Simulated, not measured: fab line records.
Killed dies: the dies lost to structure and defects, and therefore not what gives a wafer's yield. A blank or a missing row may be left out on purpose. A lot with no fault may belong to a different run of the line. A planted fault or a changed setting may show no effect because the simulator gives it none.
A single fault, viewed from 2 desks || flow n5 finfet || every desk sees just its own numbers, and what lay behind them comes last

## METROLOGY DESK
What the gauges read, lot by lot, whatever tool the lot ran on: means of the sampled wafers that have a number. A lot is out of limits, marked OUT, if its mean lies more than 4 standard deviations from the usual mean; the brackets give that distance. Only the readings that lie furthest out on some lot appear, 7 of the 11 it has.
Columns: A = M4_ILD_THK at N5_BEOL_M4_THK_MEAS_01, usual 79.7 nm; B = DIBL_N at N5_BEOL_M4_RC_MEAS_101, usual 37.5 mV/V; C = IOFF_P at N5_BEOL_M4_RC_MEAS_101, usual 0.23 nA/um; D = ION_N at N5_BEOL_M4_RC_MEAS_101, usual 677 uA/um; E = ION_P at N5_BEOL_M4_RC_MEAS_101, usual 464 uA/um; F = SS_N at N5_BEOL_M4_RC_MEAS_101, usual 72.0 mV/dec; G = SS_P at N5_BEOL_M4_RC_MEAS_101, usual 73.5 mV/dec
{"lot": "L429", "first seen here": "day 7 11:01", "A": 79.7, "B": 37.4, "C": 0.21, "D": 676, "E": 458, "F": 72.1, "G": 73.9}
{"lot": "L433", "first seen here": "day 8 16:59", "A": 77.8, "B": 38.0, "C": 0.26, "D": 688, "E": 471, "F": 71.2, "G": 73.6}
{"lot": "L437", "first seen here": "day 9 21:59", "A": 76.0, "B": 37.8, "C": 0.25, "D": 676, "E": 468, "F": 72.2, "G": 74.3}
{"lot": "L440", "first seen here": "day 10 11:35", "A": 76.6, "B": 36.0, "C": 0.20, "D": 672, "E": 461, "F": 71.9, "G": 73.2}
{"lot": "L451", "first seen here": "day 13 07:07", "A": 78.3, "B": 38.1, "C": 0.24, "D": 669, "E": 462, "F": 71.8, "G": 73.3}
Result from this desk: across the 5 lots, nothing is out of limits.

## DESK OF THE TOOL OWNER: pecvd-04
The tool's own readings at N5_BEOL_M4_ILD_DEP_00 (deposits SiOC from DEMS/O2, target thk 79 nm, time 15.3 s): means of the sampled wafers that have a number, for each lot that ran on this tool. A lot is out of limits, marked OUT, if its mean lies more than 4 standard deviations from the usual mean; the brackets give that distance.
Columns: A = heater power outer w at N5_BEOL_M4_ILD_DEP_00, usual 232 W; B = heater power w at N5_BEOL_M4_ILD_DEP_00, usual 445 W; C = showerhead plenum p Torr at N5_BEOL_M4_ILD_DEP_00, usual 5.685 Torr; D = throttle valve pct at N5_BEOL_M4_ILD_DEP_00, usual 11.8 %
{"lot": "L429", "first seen here": "day 7 10:57", "A": 221, "B": 404, "C": 5.679, "D": 12.0}
{"lot": "L433", "first seen here": "day 8 16:56", "A": 250, "B": 446, "C": 5.688, "D": 11.8}
{"lot": "L437", "first seen here": "day 9 21:55", "A": 290, "B": 522, "C": 5.668, "D": 12.4}
{"lot": "L440", "first seen here": "day 10 11:29", "A": 157, "B": 312, "C": 5.679, "D": 12.1}
Result from this desk: across the 4 lots, nothing is out of limits.

## TAKEN TOGETHER
From the metrology desk's view, nothing was out of limits.
The desk of the tool owner found nothing out of limits.

## WHAT THE SIMULATOR HAD INSERTED
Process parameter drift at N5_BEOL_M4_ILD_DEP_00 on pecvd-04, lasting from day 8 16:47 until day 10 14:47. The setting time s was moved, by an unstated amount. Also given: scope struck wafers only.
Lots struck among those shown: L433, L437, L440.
